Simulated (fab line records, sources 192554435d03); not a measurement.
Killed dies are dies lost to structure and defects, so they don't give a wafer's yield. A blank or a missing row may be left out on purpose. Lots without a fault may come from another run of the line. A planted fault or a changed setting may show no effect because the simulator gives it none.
Split-lot experiment | flow n5_finfet | 7 lots, 21 wafers read, on a route of 1938 steps

THE SPLIT
At N5_PASSIVATION_PECVD_01 (deposits SiNx from SiH4/NH3/N2, target thk 200 nm, time 43.2 s), the setting time_s was moved away from the recipe's 43.2 s on 8 of the 21 wafers read, by -11.6% to +12.5%. The other wafers ran this setting at the recipe's value.

The reading is taken at the split's own step.

THE READING
SiNx_of_PASSIVATION_PECVD_01.thk_nm (the simulator's own value, which no gauge read), in nm, at N5_PASSIVATION_PECVD_01 (deposits SiNx from SiH4/NH3/N2, target thk 200 nm, time 43.2 s). The file gives no usual value for it. The 13 wafers here that ran the recipe average 200.4 nm, standard deviation 2.9 nm.

wafer  | tool, chamber at the split | time_s as run, s | against the recipe | SiNx_of_PASSIVATION_PECVD_01.thk_nm, nm | against lot-mates on the recipe
L076.2 | pecvd-03, 2                | 47.85            | +10.8%             | 226.2                                   | +27.8
L076.3 | pecvd-03, 0                | 43.2             | recipe             | 198.4                                   | -
L076.4 | pecvd-03, 0                | 47.85            | +10.8%             | 224.6                                   | +26.2
L078.1 | pecvd-04, 0                | 43.2             | recipe             | 198.4                                   | -
L078.2 | pecvd-04, 2                | 43.2             | recipe             | 201.2                                   | -
L078.5 | pecvd-04, 1                | 43.2             | recipe             | 203.6                                   | -
L079.1 | pecvd-03, 2                | 43.2             | recipe             | 201                                     | -
L079.3 | pecvd-03, 0                | 43.2             | recipe             | 197.2                                   | -
L079.5 | pecvd-03, 2                | 43.2             | recipe             | 206                                     | -
L080.3 | pecvd-04, 2                | 38.19            | -11.6%             | 180.4                                   | -24.2
L080.5 | pecvd-04, 1                | 38.19            | -11.6%             | 181.6                                   | -23.0
L080.6 | pecvd-04, 0                | 43.2             | recipe             | 204.6                                   | -
L085.2 | pecvd-03, 0                | 48.58            | +12.5%             | 221.4                                   | +22.4
L085.4 | pecvd-03, 1                | 48.58            | +12.5%             | 227.2                                   | +28.2
L085.5 | pecvd-03, 0                | 43.2             | recipe             | 199                                     | -
L087.1 | pecvd-04, 0                | 43.2             | recipe             | 196.8                                   | -
L087.2 | pecvd-04, 1                | 43.2             | recipe             | 199                                     | -
L087.6 | pecvd-04, 2                | 43.2             | recipe             | 202.6                                   | -
L091.1 | pecvd-02, 1                | 43.2             | recipe             | 197.4                                   | -
L091.2 | pecvd-02, 0                | 41.39            | -4.2%              | 188.2                                   | -9.2
L091.4 | pecvd-02, 1                | 41.39            | -4.2%              | 191.4                                   | -6.0

THE FIT
A straight line over all 21 wafers: SiNx_of_PASSIVATION_PECVD_01.thk_nm changes by +1.97 nm for each +1% of time_s; r = +0.97; the points scatter about the line by 3.2 nm.
The same after taking each lot's own level away (the mean of its wafers on the recipe; 21 wafers): +2.15 nm for each +1%; r = +0.98; scatter 2.6 nm.
On that fit, the largest move of time_s shifts the reading by 27 nm.
The lots' own levels span 197.40 to 204.60 nm, that is 2.5 times the standard deviation above.
So the lot-to-lot level changes the slope little: the two slopes agree.
Check: with one of the wafers moved furthest among these (+12.5%) left out of the fit, the line predicts +28.5 nm for it against its lot-mates. It came out at +22.4 nm against them.

OTHER SPLITS ON THESE WAFERS
These wafers also went through other splits before the reading. Each is held against what the fit with the lots' levels taken away leaves over:
other split on the same wafers    | wafers away from the commonest value | r with SiNx_of_PASSIVATION_PECVD_01.thk_nm (lot level and that fit taken away)
N5_BEOL_M11_COAT_05 spin_rpm      | 10                                   | +0.35
N5_BEOL_M12_TRENCH_ETCH_34 time_s | 5                                    | +0.03
N5_BEOL_M12_SPUTTER_45 time_s     | 8                                    | +0.18
N5_BEOL_M13_COAT_65 spin_rpm      | 9                                    | -0.10
N5_BEOL_M14_SPUTTER_44 power_w    | 6                                    | +0.12
N5_BEOL_M15_SPUTTER_43 power_w    | 6                                    | +0.29
N5_BEOL_M15_SPUTTER_44 power_w    | 10                                   | -0.16

THE FILE'S OWN FIT
SiNx_of_PASSIVATION_PECVD_01.thk_nm changes by +2.15 nm for each +1% of time_s, r = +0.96.
